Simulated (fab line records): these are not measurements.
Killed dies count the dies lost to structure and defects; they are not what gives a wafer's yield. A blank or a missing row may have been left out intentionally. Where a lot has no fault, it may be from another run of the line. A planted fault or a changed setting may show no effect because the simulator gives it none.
The tool behind it: which one? | flow n5-finfet | 8 lots with 23 wafers sampled at 8 steps, on a route of 1938 steps

WHAT THE GAUGES READ, wafer by wafer
N5_BEOL_M4_OVL_MEAS_29.
lot  | measured     | on         | V3_OVL (nm)
L256 | day 8 09:26  | overlay-01 | 0.7 0.2 0.6
L257 | day 8 14:41  | overlay-01 | 0.8 1.2 0.1
L258 | day 8 22:08  | overlay-02 | 0.1 0.6 -0.1
L261 | day 9 19:17  | overlay-02 | 0.5 1.1 0.5
L265 | day 10 17:48 | overlay-01 | 0.1 0.4
L271 | day 12 11:53 | overlay-01 | -0.4 0.0 -0.3
L273 | day 13 11:22 | overlay-01 | 0.6 0.0 0.1
L275 | day 13 21:23 | overlay-01 | 0.2 0.4 -0.3

N5_BEOL_M4_OCD_MEAS_38.
lot  | measured     | on     | trench-depth-nm (nm)
L256 | day 8 12:31  | ocd-01 | 53.5 55.5 55.6
L257 | day 8 19:35  | ocd-02 | 55.4 55.9 55.2
L258 | day 9 00:52  | ocd-02 | 54.3 55.2 53.5
L261 | day 10 00:32 | ocd-02 | 54.7 55.2 55.9
L265 | day 11 00:40 | ocd-02 | 73.5 55.9
L271 | day 12 14:10 | ocd-02 | 52.9 56.2 55.8
L273 | day 13 14:52 | ocd-02 | 57.7 56.3 54.7
L275 | day 14 12:58 | ocd-01 | 55.0 55.9 55.7

N5_BEOL_M4_THK_MEAS_53: measures by xrf.
lot  | measured     | on            | M4_THK (nm)
L256 | day 8 16:51  | film-metro-01 | 37.0 39.4 39.2
L257 | day 8 23:34  | film-metro-01 | 37.2 39.6 36.4
L258 | day 9 06:28  | film-metro-02 | 38.4 41.7 37.4
L261 | day 10 04:25 | film-metro-01 | 39.1 39.5 43.0
L265 | day 11 04:28 | film-metro-01 | 56.7 39.8
L271 | day 12 18:25 | film-metro-02 | 36.8 39.5 40.0
L273 | day 13 20:45 | film-metro-02 | 43.4 40.7 39.9
L275 | day 14 16:36 | film-metro-01 | 38.2 38.9 40.9

N5_BEOL_M4_RS_MEAS_58: a four-point-probe measurement.
lot  | measured     | on            | M4_RS (ohm/sq)
L256 | day 8 17:07  | film-metro-01 | 0.72 0.66 0.67
L257 | day 8 23:49  | film-metro-01 | 0.72 0.66 0.74
L258 | day 9 06:43  | film-metro-02 | 0.69 0.63 0.71
L261 | day 10 04:40 | film-metro-01 | 0.67 0.66 0.60
L265 | day 11 04:44 | film-metro-01 | 0.42 0.66
L271 | day 12 18:44 | film-metro-01 | 0.74 0.67 0.66
L273 | day 13 21:12 | film-metro-02 | 0.59 0.64 0.66
L275 | day 14 16:52 | film-metro-01 | 0.69 0.68 0.64

N5_BEOL_M4_RC_MEAS_101.
lot  | measured     | on        | DIBL_N (mV/V)  | DIBL_P (mV/V)  | IOFF_N (nA/um)    | IOFF_P (nA/um) | ION_N (uA/um) | ION_P (uA/um) | SERP_M4 (ohm/um) | SERP_M4_max_site (ohm/um) | SS_N (mV/dec)  | SS_P (mV/dec)  | VT_N (mV)         | VT_P (mV)
L256 | day 8 17:10  | prober-02 | 37.9 36.6 39.2 | 37.4 35.8 38.7 | 0.156 0.136 0.189 | 0.19 0.18 0.24 | 664 662 678   | 448 451 458   | 190 162 173      | 202 168 200               | 71.6 71.7 72.0 | 73.6 73.1 73.8 | 252.5 253.1 248.9 | -253 -254 -251
L257 | day 8 23:52  | prober-02 | 36.4 37.0 36.4 | 34.9 35.9 35.9 | 0.162 0.170 0.167 | 0.20 0.22 0.23 | 671 678 676   | 463 467 469   | 211 205 215      | 224 222 231               | 71.4 71.6 71.2 | 72.7 73.7 73.8 | 250.1 246.8 247.0 | -250 -248 -247
L258 | day 9 06:56  | prober-02 | 36.3 36.4 36.9 | 36.8 36.8 38.2 | 0.176 0.164 0.171 | 0.18 0.18 0.22 | 673 676 683   | 447 449 455   | 190 202 223      | 210 208 243               | 72.0 72.0 72.6 | 73.6 73.6 73.5 | 248.2 250.7 250.2 | -254 -252 -252
L261 | day 10 04:53 | prober-02 | 35.7 33.3 36.9 | 35.6 33.7 36.3 | 0.161 0.131 0.187 | 0.20 0.17 0.21 | 671 672 679   | 455 459 455   | 180 180 168      | 187 189 176               | 71.8 70.0 71.9 | 72.6 72.1 73.8 | 251.7 255.0 249.4 | -250 -253 -249
L265 | day 11 04:47 | prober-02 | 36.8 36.1      | 38.0 37.2      | 0.164 0.154       | 0.26 0.23      | 664 668       | 462 469       | 143 180          | 153 195                   | 71.3 71.0      | 73.9 73.4      | 248.3 251.6       | -246 -246
L271 | day 12 18:56 | prober-02 | 37.5 34.7 36.6 | 34.8 31.6 34.2 | 0.156 0.118 0.154 | 0.19 0.15 0.19 | 660 643 677   | 450 447 460   | 217 191 184      | 232 214 204               | 71.6 71.4 70.9 | 73.1 72.4 73.1 | 251.8 254.1 250.6 | -251 -255 -256
L273 | day 13 21:15 | prober-01 | 37.1 35.3 36.2 | 36.8 34.9 36.0 | 0.195 0.147 0.178 | 0.23 0.19 0.22 | 678 672 677   | 461 457 463   | 151 175 182      | 155 182 210               | 71.9 71.5 72.2 | 72.9 72.3 72.4 | 247.2 251.9 249.4 | -250 -253 -250
L275 | day 14 16:55 | prober-02 | 34.9 40.0 37.2 | 33.0 39.2 35.1 | 0.124 0.210 0.147 | 0.19 0.30 0.23 | 667 684 675   | 465 473 478   | 237 192 172      | 253 197 180               | 70.6 71.4 70.6 | 72.9 75.1 73.6 | 250.1 246.3 249.8 | -249 -246 -248

WHAT TOOL EACH LOT RAN ON (gives the tool, then ch and the chambers of the sampled wafers, and finally the start)
lot  | N5_BEOL_M4_ETCHBACK_99             | N5_BEOL_M4_TRENCH_ETCH_37          | N5_BEOL_M4_ALD_84
L256 | rie-diel-01 ch 0,1,3, day 8 12:08  | rie-diel-01 ch 0,1,3, day 8 12:22  | ald-metal-03 ch 1,2,3, day 8 13:36
L257 | rie-diel-06 ch 1,2,3, day 8 19:11  | rie-diel-06 ch 1,2,3, day 8 19:25  | ald-metal-01 ch 0,1,2, day 8 20:15
L258 | rie-diel-01 ch 1,2,3, day 9 00:28  | rie-diel-01 ch 1,2,3, day 9 00:43  | ald-metal-03 ch 0,1,3, day 9 01:32
L261 | rie-diel-06 ch 0,3, day 10 00:08   | rie-diel-06 ch 0,3, day 10 00:23   | ald-metal-01 ch 0,2,3, day 10 01:08
L265 | rie-diel-01 ch 0,3, day 11 00:16   | rie-diel-01 ch 0,3, day 11 00:31   | ald-metal-03 ch 0,2, day 11 01:22
L271 | rie-diel-03 ch 0,2, day 12 13:46   | rie-diel-03 ch 0,2, day 12 14:00   | ald-metal-02 ch 0,1,3, day 12 15:04
L273 | rie-diel-06 ch 0,1,3, day 13 14:28 | rie-diel-06 ch 0,1,3, day 13 14:42 | ald-metal-01 ch 0,2,3, day 13 16:04
L275 | rie-diel-01 ch 0,1,3, day 14 12:34 | rie-diel-01 ch 0,1,3, day 14 12:49 | ald-metal-02 ch 0,1, day 14 13:16
- N5_BEOL_M4_ETCHBACK_99: etches SiO2 in CHF3, target depth 5 nm, time 10.4 s.
- N5_BEOL_M4_TRENCH_ETCH_37: etches SiOC in C4F6/O2, target depth 55.555 nm, time 29.2 s.
- N5_BEOL_M4_ALD_84: deposits TaN, pulse time 2 s, purge time 3 s, co reactant purge time 2 s.

WHAT THE TOOLS THEMSELVES READ (means of the sampled wafers that have a number; where no wafer has one, the mark that the record gives instead)
N5_BEOL_M4_ETCHBACK_99.
lot  | tool        | bias-w (W) | drypump-motor-current-A (A) | oes_f_703_au (a.u.) | oes-product-au (a.u.) | rf-vpp-V (V) | showerhead-plenum-p-Torr (Torr) | throttle-valve-pct (%)
L256 | rie-diel-01 | 47.15      | 5.6                         | 0.83                | 0.83                  | 242          | 2.21                            | 16.87
L257 | rie-diel-06 | 46.87      | 5.4                         | 0.76                | 0.75                  | 236          | 2.21                            | 17.36
L258 | rie-diel-01 | 46.89      | 5.6                         | 0.77                | 0.77                  | 241          | 2.18                            | 17.16
L261 | rie-diel-06 | 46.90      | 5.4                         | 0.76                | 0.75                  | 231          | 2.19                            | 17.34
L265 | rie-diel-01 | 46.81      | 5.7                         | 0.83                | 0.84                  | 240          | 2.18                            | 16.73
L271 | rie-diel-03 | 47.12      | 5.6                         | 0.79                | 0.81                  | 241          | 2.18                            | 17.23
L273 | rie-diel-06 | 46.98      | 5.5                         | 0.83                | 0.81                  | 233          | 2.17                            | 17.19
L275 | rie-diel-01 | 46.94      | 5.6                         | 0.77                | 0.77                  | 241          | 2.18                            | 16.97

N5_BEOL_M4_TRENCH_ETCH_37.
lot  | tool        | bias-w (W) | drypump-motor-current-A (A) | oes_f_703_au (a.u.) | oes-product-au (a.u.) | rf-vpp-V (V) | showerhead-plenum-p-Torr (Torr) | throttle-valve-pct (%)
L256 | rie-diel-01 | 185.3      | 5.6                         | 0.83                | 0.83                  | 667          | 2.91                            | 20.66
L257 | rie-diel-06 | 184.9      | 5.4                         | 0.76                | 0.74                  | 653          | 2.92                            | 21.17
L258 | rie-diel-01 | 184.5      | 5.6                         | 0.76                | 0.76                  | 670          | 2.89                            | 20.94
L261 | rie-diel-06 | 184.9      | 5.4                         | 0.76                | 0.74                  | 640          | 2.90                            | 21.16
L265 | rie-diel-01 | 184.9      | 5.6                         | 0.83                | 0.93                  | 665          | 2.88                            | 20.54
L271 | rie-diel-03 | 184.8      | 5.6                         | 0.79                | 0.81                  | 669          | 2.89                            | 21.04
L273 | rie-diel-06 | 185.3      | 5.5                         | 0.83                | 0.81                  | 644          | 2.86                            | 21.00
L275 | rie-diel-01 | 185.0      | 5.6                         | 0.78                | 0.77                  | 666          | 2.88                            | 20.72

N5_BEOL_M4_ALD_84.
lot  | tool         | heater-power-w (W)
L256 | ald-metal-03 | 435
L257 | ald-metal-01 | 430
L258 | ald-metal-03 | 416
L261 | ald-metal-01 | 428
L265 | ald-metal-03 | 415
L271 | ald-metal-02 | 396
L273 | ald-metal-01 | 430
L275 | ald-metal-02 | 448

THE ANSWER, worked out from the rows above alone
Rule: what is usual is taken from the lots themselves. Put in order of their means at a reading, lots are off if they are a third of the lots or fewer, leave a main group of 4 or more, and stand apart from it by a gap of 3 or more times the standard deviation of the main group's means; of several such gaps the widest counts. The tables above print the reading to a certain number of digits; a main group whose means all agree to those digits is not used. Also off: a lot with no number at a reading for which 4 or more lots have one. Any other lot the step has rows for is counted as sound. First the gauges in route order, then the tools' own readings, where a lot's mean is used as printed above. The first step at which some lot is off is used, and at that step the reading that is off furthest; a lot without a number counts as furthest.
Off: L265, at N5_BEOL_M4_OCD_MEAS_38 (trench-depth-nm). Mean 55.2 nm and standard deviation 0.56 in the main group.
A tool fits if, at a process step before that reading, it ran every lot that is off, and no sound lot after the first of them. Not tried: the gauges at N5_BEOL_M4_OCD_MEAS_38; whatever is off there is also off at N5_BEOL_M4_THK_MEAS_53, on other tools, and gauge error can't account for it. Of those tried, none fits.

WHAT THE SIMULATOR HAD PUT IN
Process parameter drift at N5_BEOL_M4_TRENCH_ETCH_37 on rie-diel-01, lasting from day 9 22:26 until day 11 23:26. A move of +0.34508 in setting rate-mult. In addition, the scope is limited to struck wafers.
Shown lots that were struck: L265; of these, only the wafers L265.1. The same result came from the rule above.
